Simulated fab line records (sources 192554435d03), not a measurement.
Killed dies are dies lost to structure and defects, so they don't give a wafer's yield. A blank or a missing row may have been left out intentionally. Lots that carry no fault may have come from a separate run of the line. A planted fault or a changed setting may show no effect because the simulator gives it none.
fab line records	flow n5-finfet
record: lots: 8	wafers: 24	last-day: 18
route steps=1938 shown SDB@359 DUMMY_REMOVAL@378 HKMG_FIN@386 BEOL_M4@1111 PASSIVATION@1936
lots that met no fault: from a run of the same line without faults
start-h: start of the lot's first displayed wafer, in hours after the record's first day	wait-h: hours from the lot's prior step to this one	" the same as in the row above	L1.1+2: a single row standing in for several wafers	- value missing, or start not given	* or withheld: withheld	< > ~ a bound
route shown NAME@n: NAME is a module with steps in the file, n the number in the route of the first one	usual: average and standard deviation across the fault-free wafers	same: alike in all rows	chamber/n: place in a boat	sites: each site's reading	_std_site: their standard deviation	_edge_site: outer sites' mean less inner sites'	radius-mm: for every site, how far away it sits from the centre of the wafer	mask NAME#n: copy n	behind: tool/chamber where the wafer was last shaped	hold: reason for holding the lot/hours on hold/outcome of the hold	device: which transistor (n, p or np) failed to switch	end of line: the same wafers' tests at the end of the route	a step without rows: its recipe alone	killed: dies lost to structure and defects at the first sort, not the wafer's yield	map: a wafer's dies, x killed, . not, _ none there
set.NAME: the run value of the setting; set.NAME@STEP: its run value at that earlier step	model.NAME: the simulator's own value behind a step, which no gauge read
one table for each step of the route and one row for each wafer, over a sample of lots
services: from which hour (start-h, from the record's first day; less than 0 if before it) a tool's chamber was out of use, for how many hours, and why
== steps ==
step: N5_SDB_DESCUM_16
recipe: chemistry: O2	time-s: 7.9	source-power-w: 50	bias-power-w: 20	pressure-mtorr: 20	rf-frequency-hz: 2.712e+07	temp-c: 40	resist: CAR-ArF	o2-flow-sccm: 225
usual: chamber-pressure-mTorr: 20.002/0.019	drypump-motor-current-A: 5.9/0.56	oes-product-au: 0.79/0.086	rf-vpp-V: 243.5/1.5	showerhead-plenum-p-Torr: 2.12/0.082	throttle-valve-pct: 20.32/0.27
lot.wafer	tool	chamber	start-h	wait-h	chamber-pressure-mTorr	drypump-motor-current-A	oes-product-au	rf-hours-counter-h	rf-vpp-V	showerhead-plenum-p-Torr	throttle-valve-pct
L972.2	rie-diel-05	2	72.19	0.0	20.029	5.5	0.76	155	244.2	2.18	20.61
L972.3	"	1	"	"	19.998	6.5	0.74	166	242.1	2.07	19.92
L972.5	"	2	"	"	20.016	5.6	0.75	-	244.3	2.18	20.60
L973.1	rie-diel-01	3	78.82	0.0	20.018	5.1	0.89	19	242.9	2.03	19.91
L973.2	"	1	"	"	19.990	6.1	0.86	59	244.3	2.22	20.43
L973.5	"	0	"	"	19.970	6.7	0.76	-	241.9	2.09	20.45
L975.1	rie-diel-01	3	89.15	0.0	20.012	5.1	0.90	23	242.1	2.03	19.90
L975.4	"	1	"	"	19.996	6.1	0.85	62	246.4	2.22	20.44
L975.6	"	3	"	"	19.999	5.1	0.88	-	243.8	2.03	19.92
L978.2	rie-diel-05	1	108.51	0.0	20.020	6.5	0.73	177	242.0	2.07	19.94
L978.5	"	0	"	"	19.989	5.6	0.70	-	243.8	2.17	20.75
L978.6	"	3	"	"	19.973	6.2	0.73	-	241.6	2.00	20.42
L980.1	rie-diel-02	2	122.08	0.1	19.991	5.7	0.84	65	242.6	2.11	20.34
L980.3	"	0	"	"	20.002	6.2	0.72	186	243.6	2.16	20.03
L980.4	"	3	"	"	20.039	6.0	0.96	14	244.6	2.25	20.54
L982.1	rie-diel-02	2	134.54	0.4	19.997	5.7	0.82	70	242.5	2.11	20.33
L982.3	"	0	"	"	19.987	6.3	0.72	190	244.8	2.16	20.06
L982.6	"	2	"	"	20.035	5.7	0.82	-	244.6	2.11	20.32
L990.2	rie-diel-02	2	182.09	0.4	20.005	5.6	0.80	87	243.9	2.10	20.35
L990.4	"	3	"	"	19.973	6.0	0.90	35	246.0	2.24	20.57
L990.5	"	2	"	"	20.044	5.7	0.81	-	242.3	2.10	20.35
L993.2	rie-diel-01	0	201.48	0.0	19.989	6.8	0.72	176	244.3	2.08	20.53
L993.4	"	0	"	"	20.001	6.8	0.73	-	242.1	2.08	20.52
L993.6	"	3	"	"	19.991	5.1	0.84	-	242.8	2.02	19.96
step: N5_SDB_CUT_ETCH_26
recipe: chemistry: HBr/Cl2/O2	target: Si	target-depth-a: 1296	bt-time-s: 20	mask-material: SiNx	time-s: 51.8	ion-energy-ev: *	bias-w: *	pressure-mtorr: 10	icp-w: 800	HBr_flow_sccm: 150	Cl2_flow_sccm: 80	O2_flow_sccm: 12
usual: chamber-pressure-mTorr: 10.001/0.009	drypump-motor-current-A: 5.5/0.37	oes_o_777_au: 1.014/0.022	oes-product-au: 1.002/0.015	throttle-valve-pct: 37.1/0.35
lot.wafer	tool	chamber	start-h	wait-h	chamber-pressure-mTorr	drypump-motor-current-A	oes_o_777_au	oes-product-au	rf-hours-counter-h	throttle-valve-pct
L972.2	rie-si-06	2	72.80	0.1	9.999	5.8	1.017	1.012	24	37.2
L972.3	"	1	"	"	9.988	5.2	1.020	0.983	12	36.4
L972.5	"	1	"	"	9.997	5.1	1.025	0.985	-	36.5
L973.1	rie-si-06	1	79.84	0.1	10.002	5.1	1.021	0.989	12	36.4
L973.2	"	3	"	"	10.011	6.2	1.027	1.030	107	37.5
L973.5	"	0	"	"	9.995	5.2	1.014	1.005	-	37.4
L975.1	rie-si-06	2	89.76	0.1	10.009	5.7	1.010	1.020	25	37.2
L975.4	"	3	"	"	10.009	6.2	1.038	1.031	108	37.5
L975.6	"	3	"	"	9.995	6.2	1.037	1.024	-	37.5
L978.2	rie-si-01	2	109.12	0.1	10.014	5.4	1.052	1.010	3	37.0
L978.5	"	0	"	"	10.000	6.1	0.984	0.997	-	37.0
L978.6	"	1	"	"	9.982	5.2	1.002	0.986	-	36.7
L980.1	rie-si-01	2	122.69	0.1	9.993	5.4	1.055	1.012	4	37.0
L980.3	"	0	"	"	9.998	6.1	0.980	0.983	3	37.0
L980.4	"	3	"	"	9.984	5.4	1.017	1.007	145	37.5
L982.1	rie-si-01	1	135.37	0.1	10.004	5.2	1.006	0.979	161	36.7
L982.3	"	0	"	"	9.999	6.1	0.986	0.988	3	37.0
L982.6	"	1	"	"	9.967	5.2	1.012	0.977	-	36.6
L990.2	rie-si-01	0	183.17	0.1	9.985	6.1	0.981	0.993	4	37.0
L990.4	"	2	"	"	10.001	5.4	1.051	1.012	5	37.0
L990.5	"	1	"	"	10.003	5.2	1.005	0.991	-	36.6
L993.2	rie-si-01	2	202.09	0.1	10.001	5.3	1.058	1.019	5	37.1
L993.4	"	0	"	"	10.008	6.1	0.976	0.995	5	37.0
L993.6	"	0	"	"	10.010	6.1	0.977	0.997	-	37.0
step: N5_DUMMY_REMOVAL_STRIP_10
recipe: chemistry: N2/H2	time-s: 40	power-w: 100	temp-c: 40	pressure-mtorr: 100	rf-frequency-hz: 6e+07	bias-power-w: 3	n2-flow-sccm: 300	h2-flow-sccm: 300
usual: chamber-pressure-mTorr: 100.02/0.12	drypump-motor-current-A: 5.9/0.42	oes-product-au: 0.76/0.061	rf-vpp-V: 45.4/0.87	showerhead-plenum-p-Torr: 3.44/0.085	throttle-valve-pct: 12.28/0.29
lot.wafer	tool	chamber	start-h	wait-h	chamber-pressure-mTorr	drypump-motor-current-A	oes-product-au	rf-hours-counter-h	rf-vpp-V	showerhead-plenum-p-Torr	throttle-valve-pct
L972.2	rie-diel-03	0	76.11	0.0	100.04	6.2	0.73	196	45.6	3.49	12.54
L972.3	"	3	"	"	99.98	6.3	0.71	231	44.0	3.47	12.27
L972.5	"	1	"	"	99.90	5.7	0.73	-	45.1	3.52	12.37
L973.1	rie-diel-04	2	83.27	0.0	100.07	6.4	0.70	205	44.5	3.49	12.55
L973.2	"	1	"	"	99.96	6.3	0.77	115	44.7	3.52	12.05
L973.5	"	1	"	"	100.03	6.3	0.77	-	45.8	3.52	12.02
L975.1	rie-diel-04	1	93.41	0.0	99.82	6.4	0.77	118	46.8	3.52	12.05
L975.4	"	3	"	"	99.88	5.4	0.76	162	44.9	3.51	12.50
L975.6	"	2	"	"	100.12	6.4	0.70	-	44.6	3.49	12.57
L978.2	rie-diel-03	1	112.90	0.5	99.88	5.7	0.72	172	44.4	3.51	12.39
L978.5	"	3	"	"	99.82	6.3	0.70	-	45.6	3.47	12.29
L978.6	"	1	"	"	100.03	5.8	0.72	-	47.2	3.51	12.37
L980.1	rie-diel-04	0	126.00	0.0	100.02	6.1	0.88	48	46.3	3.45	11.79
L980.3	"	2	"	"	100.09	6.5	0.70	216	44.9	3.49	12.58
L980.4	"	3	"	"	100.12	5.3	0.75	169	46.2	3.51	12.52
L982.1	rie-diel-03	3	138.68	0.0	100.09	6.3	0.69	255	46.3	3.46	12.31
L982.3	"	1	"	"	100.13	5.8	0.71	184	45.9	3.51	12.42
L982.6	"	0	"	"	99.86	6.2	0.71	-	44.8	3.48	12.60
L990.2	rie-diel-04	0	186.66	0.0	99.93	6.1	0.85	69	45.6	3.44	11.83
L990.4	"	1	"	"	100.08	6.4	0.75	145	44.7	3.50	12.11
L990.5	"	1	"	"	99.98	6.3	0.74	-	44.6	3.50	12.11
L993.2	rie-diel-04	2	205.43	0.0	100.00	6.4	0.67	242	45.7	3.47	12.66
L993.4	"	0	"	"	99.89	6.1	0.84	75	45.2	3.43	11.84
L993.6	"	1	"	"	100.11	6.4	0.74	-	44.6	3.50	12.15
step: N5_HKMG_FIN_HK_ALD_01
recipe: material: HfO2	target-thk-a: 16	temp-c: withheld	ald-precursor-family: HfCl4	ald-co-reactant: H2O	pulse-time-s: 3	purge-time-s: 3	co-reactant-purge-time-s: 2.5	co-reactant-pulse-time-s: 0.3	ald-cycles: 30
usual: ald-cycles: 30/0	precursor-pulse-height-rel: 1.001/0.019
lot.wafer	tool	chamber	start-h	wait-h	ald-cycles	precursor-pulse-height-rel
L972.2	ald-hk-01	1	76.63	0.0	30	0.982
L972.3	"	2	"	"	30	1.009
L972.5	"	3	"	"	30	1.013
L973.1	ald-hk-01	0	83.78	0.0	30	0.990
L973.2	"	2	"	"	30	0.978
L973.5	"	3	"	"	30	1.007
L975.1	ald-hk-02	2	93.93	0.0	30	0.978
L975.4	"	1	"	"	30	0.992
L975.6	"	1	"	"	30	1.019
L978.2	ald-hk-01	0	113.42	0.0	30	0.990
L978.5	"	2	"	"	30	0.999
L978.6	"	3	"	"	30	1.018
L980.1	ald-hk-03	2	126.55	0.0	30	1.000
L980.3	"	1	"	"	30	0.952
L980.4	"	0	"	"	30	0.985
L982.1	ald-hk-01	2	139.23	0.0	30	1.010
L982.3	"	0	"	"	30	1.042
L982.6	"	2	"	"	30	0.999
L990.2	ald-hk-01	1	187.18	0.0	19	0.992
L990.4	"	0	"	"	30	1.008
L990.5	"	2	"	"	30	0.992
L993.2	ald-hk-02	2	205.96	0.0	30	1.012
L993.4	"	3	"	"	30	0.983
L993.6	"	3	"	"	30	1.000
step: N5_HKMG_FIN_THK_MEAS_70
recipe: thk-meas-gauge: xrf	reads: HfO2_of_HKMG_FIN_HK_ALD_01
usual: HK_THK: 1.589/0.022
lot.wafer	tool	chamber	start-h	wait-h	HK_THK[nm]
L972.2	film-metro-01	-	79.95	0.2	1.603
L972.3	"	-	"	"	1.613
L972.5	"	-	"	"	1.590
L973.1	film-metro-02	-	87.72	0.2	1.606
L973.2	"	-	"	"	1.612
L973.5	"	-	"	"	1.608
L975.1	film-metro-01	-	97.46	0.2	1.601
L975.4	"	-	"	"	1.574
L975.6	"	-	"	"	1.592
L978.2	film-metro-01	-	117.07	0.2	1.579
L978.5	"	-	"	"	1.580
L978.6	"	-	"	"	1.572
L980.1	film-metro-02	-	130.05	0.2	1.578
L980.3	"	-	"	"	1.640
L980.4	"	-	"	"	1.597
L982.1	film-metro-02	-	142.88	0.2	1.585
L982.3	"	-	"	"	1.656
L982.6	"	-	"	"	1.620
L990.2	film-metro-02	-	190.58	0.2	1.033
L990.4	"	-	"	"	1.587
L990.5	"	-	"	"	1.585
L993.2	film-metro-02	-	209.43	0.2	1.607
L993.4	"	-	"	"	1.614
L993.6	"	-	"	"	1.566
step: N5_BEOL_M4_RC_MEAS_101
usual: DIBL_N: 36.3/1.8	DIBL_P: 36.5/2.1	EOT_N: 10.52/0.096	EOT_P: 10.48/0.093	IGATE_N: 0.0128/0.0021	IGATE_P: 0.0038/0.00061	IOFF_N: 0.16/0.031	IOFF_P: 0.22/0.038	ION_N: 677/12	ION_P: 466/7.8	SS_N: 71.5/0.61	SS_P: 73.2/0.7	VT_N: 249/3	VT_P: -248.9/3
lot.wafer	tool	chamber	start-h	wait-h	DIBL_N[mV/V]	DIBL_P[mV/V]	EOT_N	EOT_P	IGATE_N[nA/um]	IGATE_P[nA/um]	IOFF_N[nA/um]	IOFF_P[nA/um]	ION_N[uA/um]	ION_P[uA/um]	SS_N[mV/dec]	SS_P[mV/dec]	VT_N[mV]	VT_P[mV]
L972.2	prober-02	0	185.80	0.2	32.9	32.6	10.55	10.49	0.0109	0.0032	0.10	0.14	663	462	70.6	72.1	254	-253.9
L972.3	"	0	"	"	38.3	39.2	10.64	10.62	0.0090	0.0026	0.17	0.22	668	453	72.1	73.9	249	-248.2
L972.5	"	0	"	"	37.4	38.4	10.37	10.39	0.0145	0.0042	0.18	0.21	686	469	71.9	72.8	249	-249.4
L973.1	prober-02	0	200.24	0.0	38.2	38.6	10.50	10.44	0.0124	0.0037	0.20	0.24	693	464	72.0	73.6	247	-246.9
L973.2	"	0	"	"	36.2	36.3	10.65	10.53	0.0098	0.0030	0.17	0.20	688	462	71.4	72.0	250	-250.2
L973.5	"	0	"	"	39.2	38.9	10.47	10.56	0.0118	0.0036	0.22	0.27	691	466	72.4	73.8	244	-246.2
L975.1	prober-02	0	207.06	0.0	38.6	37.6	10.32	10.40	0.0157	0.0047	0.19	0.25	681	468	71.4	74.4	248	-248.4
L975.4	"	0	"	"	36.0	36.0	10.35	10.32	0.0178	0.0053	0.16	0.23	691	473	71.2	73.8	247	-246.6
L975.6	"	0	"	"	37.0	36.9	10.39	10.35	0.0161	0.0048	0.17	0.23	694	472	70.9	73.6	248	-249.9
L978.2	prober-02	0	217.02	0.2	35.5	37.0	10.57	10.56	0.0136	0.0040	0.17	0.27	689	478	71.1	73.5	246	-243.1
L978.5	"	0	"	"	34.6	35.8	10.58	10.61	0.0112	0.0033	0.15	0.24	687	480	71.0	72.2	249	-246.4
L978.6	"	0	"	"	39.3	42.0	10.55	10.52	0.0136	0.0041	0.28	0.38	708	488	72.2	73.6	238	-240.6
L980.1	prober-02	0	234.31	0.0	34.3	34.6	10.50	10.50	0.0123	0.0037	0.14	0.21	661	460	71.6	73.9	251	-247.7
L980.3	"	0	"	"	34.2	35.0	10.44	10.41	0.0149	0.0044	0.15	0.21	677	472	71.1	73.3	250	-246.4
L980.4	"	0	"	"	34.7	35.8	10.53	10.60	0.0101	0.0030	0.14	0.21	662	460	72.2	73.0	252	-247.3
L982.1	prober-02	0	248.72	0.0	35.6	34.6	10.73	10.56	0.0096	0.0029	0.15	0.21	664	460	70.8	72.6	251	-247.7
L982.3	"	0	"	"	35.2	34.5	10.47	10.54	0.0122	0.0037	0.15	0.21	675	466	70.6	73.3	250	-248.2
L982.6	"	0	"	"	36.9	36.5	10.67	10.63	0.0096	0.0029	0.18	0.25	675	463	71.5	73.8	248	-245.0
L990.2	prober-01	0	284.47	0.2	35.4	35.0	9.48	9.45	0.6274	0.1957	0.14	0.18	683	467	71.2	73.9	251	-253.3
L990.4	"	0	"	"	38.1	39.2	10.48	10.58	0.0127	0.0040	0.18	0.24	680	475	72.4	73.8	248	-251.5
L990.5	"	0	"	"	37.2	37.7	10.62	10.57	0.0115	0.0036	0.17	0.21	685	466	71.8	73.5	246	-250.0
L993.2	prober-01	0	316.46	0.2	36.1	36.8	10.53	10.40	0.0126	0.0038	0.17	0.23	682	469	71.8	73.2	248	-249.1
L993.4	"	0	"	"	36.2	36.5	10.46	10.51	0.0140	0.0042	0.16	0.23	682	475	71.7	72.9	248	-246.7
L993.6	"	0	"	"	36.2	37.3	10.44	10.43	0.0145	0.0043	0.16	0.25	683	467	71.4	73.1	249	-244.5
step: N5_PASSIVATION_PROBE_49
usual: defect-limited-yield: 91.2/1.5	killed_at_M0_to_M3: 33/9.6	killed_at_M4_up: 14/5.6	killed-at-contacts: 14/5.5	killed-at-front-end: 40/13	killed-at-other: 4/3	killed-dies: 104/17	killed-open: 68/13	killed-short: 33/7.2	sort_bin_4_leakage: 0.00/0.014	sort_bin_5_function: 5.2/0.95	sort_bin_6_memory: 3.3/0.62	sort-n-pass: 1076/17	sort-yield-pct: 91.2/1.5
same: gross-dies: 1180	killed-at-back-side: 0	sort_bin_8_speed[%]: 0
lot.wafer	tool	chamber	start-h	wait-h	defect-limited-yield[%]	killed_at_M0_to_M3	killed_at_M4_up	killed-at-contacts	killed-at-front-end	killed-at-other	killed-dies	killed-open	killed-short	sort_bin_4_leakage[%]	sort_bin_5_function[%]	sort_bin_6_memory[%]	sort-n-pass	sort-yield-pct[%]
L972.2	prober-02	-	299.19	0.1	93.0	24	10	20	23	6	83	58	20	0	4.0	2.8	1097	93.0
L972.3	prober-02	-	299.24	0.1	93.3	27	17	10	23	2	79	55	21	0	4.3	1.9	1101	93.3
L972.5	prober-02	-	299.34	0.2	93.0	29	8	15	29	2	83	54	29	0	4.3	2.4	1097	93.0
L980.1	prober-02	-	347.15	0.2	90.6	28	21	16	41	5	111	77	31	0	5.8	3.2	1069	90.6
L980.3	prober-02	-	347.25	0.3	89.3	40	20	12	48	6	126	86	39	0	6.7	3.8	1054	89.3
L980.4	prober-02	-	347.30	0.4	92.6	28	14	14	30	1	87	56	28	0	4.4	2.7	1093	92.6
L982.1	prober-01	-	360.24	0.0	92.7	27	11	15	30	3	86	58	28	0	3.7	3.5	1094	92.7
L982.3	prober-01	-	360.34	0.1	91.3	40	13	13	28	9	103	73	28	0	4.7	3.6	1077	91.3
L982.6	prober-01	-	360.49	0.3	92.8	22	14	21	24	4	85	63	20	0	4.5	2.6	1095	92.8
L990.2	prober-01	-	400.12	0.1	90.1	39	17	15	44	2	117	79	36	90.08	6.0	3.8	0	0
L990.4	prober-01	-	400.22	0.2	92.3	29	7	10	42	3	91	59	31	0	4.5	2.9	1089	92.3
L990.5	prober-01	-	400.27	0.2	89.3	48	12	9	55	2	126	78	45	0	6.3	4.1	1054	89.3
L993.2	prober-01	-	427.08	0.1	92.8	21	22	9	30	3	85	61	22	0	4.1	2.9	1095	92.8
L993.4	prober-01	-	427.18	0.2	89.6	30	10	10	73	0	123	85	31	0	6.2	3.7	1057	89.6
L993.6	prober-01	-	427.28	0.3	88.8	30	8	17	72	5	132	84	43	0	6.8	3.6	1048	88.8
killed by level:class
L972.2 MOL_CONTACT_COAG:geometric-particle:open=13 BEOL_M3:geometric-particle:open=10 STI_FIN_REVEAL:geometric-particle:open=7 MOL_CONTACT_COAG:geometric-particle:short=5 BEOL_M0_SAQP:geometric-particle:open=4 BEOL_M4:geometric-particle:open=3 SPACER0:geometric-particle:open=3 GATE_CUT:geometric-particle:short=3
L972.3 BEOL_M0_SAQP:geometric-particle:open=8 BEOL_M3:geometric-particle:open=7 MOL_CONTACT_COAG:geometric-particle:open=7 BEOL_M4:geometric-particle:open=6 BEOL_M1:geometric-particle:open=4 STI_FIN_REVEAL:geometric-particle:open=3 DUMMY_GATE:geometric-particle:short=3 SDB:geometric-particle:short=3
L972.5 MOL_CONTACT_COAG:geometric-particle:open=12 BEOL_M0_SAQP:geometric-particle:open=9 DUMMY_GATE:geometric-particle:open=8 BEOL_M2:geometric-particle:open=6 BEOL_M0_SAQP:geometric-particle:short=6 BEOL_M8:geometric-particle:open=4 FIN_SAQP:geometric-particle:open=3 DUMMY_GATE:geometric-particle:short=3
L980.1 MOL_CONTACT_COAG:geometric-particle:open=13 STI_FIN_REVEAL:geometric-particle:open=11 FIN_SAQP:geometric-particle:open=8 BEOL_M4:geometric-particle:open=8 BEOL_M0_SAQP:geometric-particle:open=7 BEOL_M3:geometric-particle:open=6 FIN_SAQP:geometric-particle:short=5 GATE_CUT:geometric-particle:short=5
L980.3 BEOL_M3:geometric-particle:open=15 STI_FIN_REVEAL:geometric-particle:open=13 MOL_CONTACT_COAG:geometric-particle:open=10 FIN_SAQP:geometric-particle:open=9 FIN_SAQP:geometric-particle:short=6 BEOL_M0_SAQP:geometric-particle:open=6 BEOL_M2:geometric-particle:open=6 BEOL_M4:geometric-particle:open=6
L980.4 MOL_CONTACT_COAG:geometric-particle:open=10 FIN_SAQP:geometric-particle:open=9 FIN_SAQP:geometric-particle:short=8 BEOL_M3:geometric-particle:open=8 BEOL_M0_SAQP:geometric-particle:short=8 STI_FIN_REVEAL:geometric-particle:open=4 MOL_CONTACT_COAG:geometric-particle:short=4 BEOL_M0_SAQP:geometric-particle:open=4
L982.1 MOL_CONTACT_COAG:geometric-particle:open=12 BEOL_M1:geometric-particle:open=10 STI_FIN_REVEAL:geometric-particle:open=7 FIN_SAQP:geometric-particle:open=6 BEOL_M2:geometric-particle:open=5 BEOL_M3:geometric-particle:open=5 FIN_SAQP:geometric-particle:short=4 BEOL_M2:geometric-particle:short=4
L982.3 MOL_CONTACT_COAG:geometric-particle:open=12 BEOL_M2:geometric-particle:open=12 BEOL_M1:geometric-particle:open=10 BEOL_M1:geometric-particle:short=6 DUMMY_GATE:geometric-particle:open=5 STARTING-WAFER:geometric-particle:open=5 FIN_SAQP:geometric-particle:open=4 GATE_CUT:geometric-particle:short=4
L982.6 MOL_CONTACT_COAG:geometric-particle:open=17 BEOL_M4:geometric-particle:open=7 FIN_SAQP:geometric-particle:open=6 BEOL_M1:geometric-particle:open=6 DUMMY_GATE:geometric-particle:open=4 BEOL_M3:geometric-particle:open=4 MOL_CONTACT_COAG:geometric-particle:short=4 BEOL_M2:geometric-particle:open=4
L990.2 FIN_SAQP:geometric-particle:open=12 MOL_CONTACT_COAG:geometric-particle:open=12 BEOL_M0_SAQP:geometric-particle:open=9 BEOL_M3:geometric-particle:open=9 BEOL_M0_SAQP:geometric-particle:short=8 BEOL_M4:geometric-particle:open=8 FIN_SAQP:geometric-particle:short=7 STI_FIN_REVEAL:geometric-particle:open=6
L990.4 FIN_SAQP:geometric-particle:open=13 MOL_CONTACT_COAG:geometric-particle:open=8 BEOL_M3:geometric-particle:open=8 FIN_SAQP:geometric-particle:short=7 STI_FIN_REVEAL:geometric-particle:open=7 BEOL_M0_SAQP:geometric-particle:open=6 BEOL_M0_SAQP:geometric-particle:short=4 STARTING-WAFER:geometric-particle:short=4
L990.5 BEOL_M0_SAQP:geometric-particle:open=16 FIN_SAQP:geometric-particle:short=15 BEOL_M0_SAQP:geometric-particle:short=12 STI_FIN_REVEAL:geometric-particle:open=9 DUMMY_GATE:geometric-particle:open=9 BEOL_M2:geometric-particle:open=8 FIN_SAQP:geometric-particle:open=7 MOL_CONTACT_COAG:geometric-particle:open=7
L993.2 FIN_SAQP:geometric-particle:open=9 BEOL_M5:geometric-particle:open=8 MOL_CONTACT_COAG:geometric-particle:open=7 BEOL_M4:geometric-particle:open=7 BEOL_M0_SAQP:geometric-particle:open=6 BEOL_M3:geometric-particle:open=6 FIN_SAQP:geometric-particle:short=5 GATE_CUT:geometric-particle:short=4
L993.4 FIN_SAQP:geometric-particle:open=36 FIN_SAQP:geometric-particle:short=15 BEOL_M2:geometric-particle:open=12 MOL_CONTACT_COAG:geometric-particle:open=7 BEOL_M0_SAQP:geometric-particle:open=6 BEOL_M4:geometric-particle:open=6 BEOL_M3:geometric-particle:open=5 HKMG_FIN:area-etch=4
L993.6 FIN_SAQP:geometric-particle:open=29 FIN_SAQP:geometric-particle:short=18 MOL_CONTACT_COAG:geometric-particle:open=14 STI_FIN_REVEAL:geometric-particle:open=9 BEOL_M3:geometric-particle:open=7 BEOL_M0_SAQP:geometric-particle:open=6 STI_FIN_REVEAL:geometric-particle:short=3 GATE_CUT:geometric-particle:short=3
== services ==
tool	chamber	start-h	hours	kind
rie-diel-02	1	54.43	23.6	repair
rie-diel-04	0	63.01	9.9	repair
ald-hk-03	-	70.48	1.6	repair
rie-diel-04	1	73.95	1.3	repair
rie-si-01	1	76.86	3.3	repair
rie-diel-02	3	78.32	-	clean
rie-diel-02	3	78.32	-	consumable-replace:focus-ring
rie-diel-02	3	78.32	-	consumable-replace:showerhead
ald-hk-02	-	82.54	2.7	repair
rie-si-06	3	87.87	1.8	repair
rie-si-01	2	88.09	2.4	repair
rie-diel-02	1	90.78	3.3	repair
rie-si-01	3	90.97	18.9	repair
rie-diel-03	2	91.92	5.7	repair
rie-diel-03	2	104.37	62.3	repair
ald-hk-03	-	105.35	8.7	pm
rie-diel-05	2	107.24	8.5	repair
rie-diel-04	-	122.71	2.8	pm
rie-si-06	2	156.33	3.4	repair
rie-diel-01	3	165.61	6.2	repair
ald-hk-02	-	190.26	1.9	repair
rie-si-06	-	190.58	2.8	pm
ald-hk-01	-	199.56	1.5	repair
rie-diel-01	1	200.33	1.6	repair
== key ==
first-sign: step: N5_HKMG_FIN_HK_ALD_01	reading: ald-cycles	direction: down	sigmas: 99+	usual: *	struck: *
effect: step: N5_HKMG_FIN_THK_MEAS_70	reading: HK_THK	direction: down	sigmas: 26	usual: 1.589	struck: 1.033
effect: step: N5_BEOL_M4_RC_MEAS_101	reading: IGATE_P	direction: up	sigmas: 99+	usual: 0.0038	struck: 0.1957
effect: step: N5_BEOL_M4_RC_MEAS_101	reading: IGATE_N	direction: up	sigmas: 99+	usual: 0.0128	struck: 0.6274
effect: step: N5_BEOL_M4_RC_MEAS_101	reading: EOT_P	direction: down	sigmas: 11	usual: 10.48	struck: 9.45
effect: step: N5_BEOL_M4_RC_MEAS_101	reading: EOT_N	direction: down	sigmas: 11	usual: 10.52	struck: 9.48
effect: step: N5_PASSIVATION_PROBE_49	reading: sort_bin_4_leakage	direction: up	sigmas: 99+	usual: 0.00	struck: 90.08
met-at N5_HKMG_FIN_HK_ALD_01
struck-lots L990
struck-wafers L990.2
not-acting-at N5_SDB_DESCUM_16,N5_SDB_CUT_ETCH_26,N5_DUMMY_REMOVAL_STRIP_10
onset-between 76.63 187.18
fault: kind: process-parameter-drift	tool: ald-hk-01	chamber: 1	onset-h: 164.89	steps: N5_HKMG_FIN_HK_ALD_01	channel: ald-cycles	offset: *	shape: step	end-h: 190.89	acts-in: *	stated: *
